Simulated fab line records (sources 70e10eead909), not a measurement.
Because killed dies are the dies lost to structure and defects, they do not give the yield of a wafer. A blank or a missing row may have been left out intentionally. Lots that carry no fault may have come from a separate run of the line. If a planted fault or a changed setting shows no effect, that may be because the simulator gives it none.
A lot that was struck, set against a sound lot || flow nand-harc || 13 out of 1302 route steps
Sound: these wafers, L726.3, L726.4, L726.5. Struck: wafer L714.1 (L714.4, L714.6, from the same lot, were not struck and are left out); the cause is given at the end.
Order at every step that has rows: each side's tool, ch and its chambers, its first start. Under that, the readings that differ: sound wafers || struck wafers || difference of the means || sigmas: that difference in standard deviations of wafers without a fault.
alike: readings whose means differ by less than 2 such deviations, and words and numbers that are the same on both sides. not compared: withheld readings, readings that some wafer has no value for, bounds like >300 that may hide the same value, and numbers for which the record gives no deviation and whose values overlap.
Wherever a step has rows on one side only, a row that says differs or no value, or a row with sigmas, the two part there. Non-overlapping numbers with no deviation appear without sigmas and do not part them. A reading that every wafer of one side lacks parts them only if that side has two wafers or more.

first, 9 steps without rows for these wafers: NHARC_A_STAIRCASE_DEHYDRATE_176 (time 120 s); NHARC_A_STAIRCASE_HMDS_177 (time 30 s); NHARC_A_STAIRCASE_COAT_178; NHARC_A_STAIRCASE_SOFTBAKE_179 (time 170 s); NHARC_A_STAIRCASE_EBR_180; NHARC_A_STAIRCASE_EXPOSE_181 (exposes mask STAIR 2); NHARC_A_STAIRCASE_PEB_182 (peb time 130 s); NHARC_A_STAIRCASE_DEVELOP_183 (time 140 s); NHARC_A_STAIRCASE_HARDBAKE_185 (time 140 s).
NHARC_A_STAIRCASE_DESCUM_186: chemistry O2, time 3 s.
  sound on rie-diel-01 ch 1,2,3, day 23 16:49; struck on rie-diel-12 ch 1, day 19 00:37
  alike: chamber-pressure-mTorr, drypump-motor-current-A, o2-flow-sccm, oes-product-au, rf-vpp-V, showerhead-plenum-p-Torr, throttle-valve-pct
  not compared: rf-hours-counter-h
NHARC_A_STAIRCASE_TRIM_187: chemistry O2, time 211.2 s.
  sound on rie-diel-01 ch 1,2, day 23 16:53; struck on rie-diel-12 ch 1, day 19 00:41
  alike: chamber-pressure-mTorr, drypump-motor-current-A, o2-flow-sccm, oes-product-au, rf-vpp-V, showerhead-plenum-p-Torr, throttle-valve-pct
  not compared: rf-hours-counter-h
NHARC_A_STAIRCASE_ETCH_188: etches the open film in C4F8/O2, target depth 100 nm, time 40.5 s.
  sound on rie-diel-01 ch 1,3, day 23 17:02; struck on rie-diel-12 ch 2, day 19 00:50
{"reading": "run-length-s (s)", "sound": "61.7 61.7 61.8", "struck": 74.8, "difference": "+13.1", "sigmas": "+44"}
  alike: chamber-pressure-mTorr, oes-product-au, rf-vpp-V
  not compared: rf-hours-counter-h
NHARC_A_STAIRCASE_TRIM_189: chemistry O2, time 211.2 s.
  sound on rie-diel-01 ch 0,1,2; struck on rie-diel-12 ch 1
  alike: chamber-pressure-mTorr, drypump-motor-current-A, o2-flow-sccm, oes-product-au, rf-vpp-V, showerhead-plenum-p-Torr, throttle-valve-pct
  not compared: rf-hours-counter-h

== WHERE THEY PART ==
Within this record, at NHARC_A_STAIRCASE_ETCH_188 only. Later steps at which nothing parts them and some readings are alike: NHARC_A_STAIRCASE_TRIM_189.

WHY: what the simulator had put in
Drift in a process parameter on rie-diel-12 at NHARC_A_STAIRCASE_ETCH_188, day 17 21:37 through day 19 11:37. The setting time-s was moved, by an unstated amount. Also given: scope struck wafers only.
